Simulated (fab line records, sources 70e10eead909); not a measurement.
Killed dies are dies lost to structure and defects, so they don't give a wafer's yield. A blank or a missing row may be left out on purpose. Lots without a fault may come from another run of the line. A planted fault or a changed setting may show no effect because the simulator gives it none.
Problem report in the 8D (eight disciplines) form, filled by code | flow nand_harc | the parts of the form that need people (team, actions taken, sign-off) are left out

1. THE PROBLEM
n2o_flow_sccm at NHARC_A_ONON_D1_DEP_22 reads a mean of 2404 sccm on 6 wafers of 2 lots; wafers without a fault read 2000 sccm with a standard deviation of 5.5. That is +73 standard deviations from the usual mean.
The step: target thk 1000 nm.
First seen on wafer L503.1, day 14 10:11, on pecvd_onon-02. The record holds 42 wafers of 14 lots with a number at this step. Rule for "out", or "out of limits": more than 4 standard deviations from the usual mean. The other wafers with a number count as sound.

2. WHAT IT IS AND WHAT IT IS NOT
question                    | is                     | is not
which readings at this step | n2o_flow_sccm          | -
which lots                  | L503, L504             | L489, L490, L491, L493, L494, L495, L496, L507, L508, L509, L510, L511
which wafers of those lots  | all that have a number | -
read on which tools         | pecvd_onon-02          | pecvd_onon-01, pecvd_onon-04
when                        | from day 14 10:11      | up to then (21 sound wafers); but 15 sound wafers of L507, L508, L509, L510, L511 came after

3. SUSPECTS, AND WHAT RULES EACH OUT
Counting: a tool at a process step up to the reading stays a suspect if it ran every lot that is out and no sound lot after the first of them.
- pecvd_onon-02 at NHARC_A_ONON_D1_DEP_22 (target thk 1000 nm): ruled out as a lasting fault. Sound lots L511 ran on it after its first lot that is out, L503 (day 14 10:11).
Left after counting: nothing in the record.

4. THE CAUSE (what the simulator had put in)
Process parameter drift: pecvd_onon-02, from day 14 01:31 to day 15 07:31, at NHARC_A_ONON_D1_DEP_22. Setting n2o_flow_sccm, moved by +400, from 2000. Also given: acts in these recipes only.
Counting ruled it out, wrongly.

5. THE CHAIN OF EFFECTS, in route order
Each row: a reading whose mean over the struck wafers that have a number lies more than 3 standard deviations from the usual. Only readings for which the record gives a usual standard deviation are gone through. hours: the time from each lot's start at the first step in this table that gives one to its start at this step, as a median over the lots. sigmas: the change in usual standard deviations.
hours | step                   | reading       | usual     | on struck wafers | change | sigmas
0     | NHARC_A_ONON_D1_DEP_22 | n2o_flow_sccm | 2000 sccm | 2404             | +404   | +73
The process steps in it:
- NHARC_A_ONON_D1_DEP_22: target thk 1000 nm.
Later measuring or inspecting steps at which every struck wafer that the step has a row for has a number for every such reading, and none has moved that far: NHARC_A_CHANNEL_HOLE_D1_OVL_MEAS_11.

6. WHAT WOULD HAVE CAUGHT IT SOONER
In this record the first reading out of limits was taken at day 14 10:11, 9 hours after the fault began at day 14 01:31.
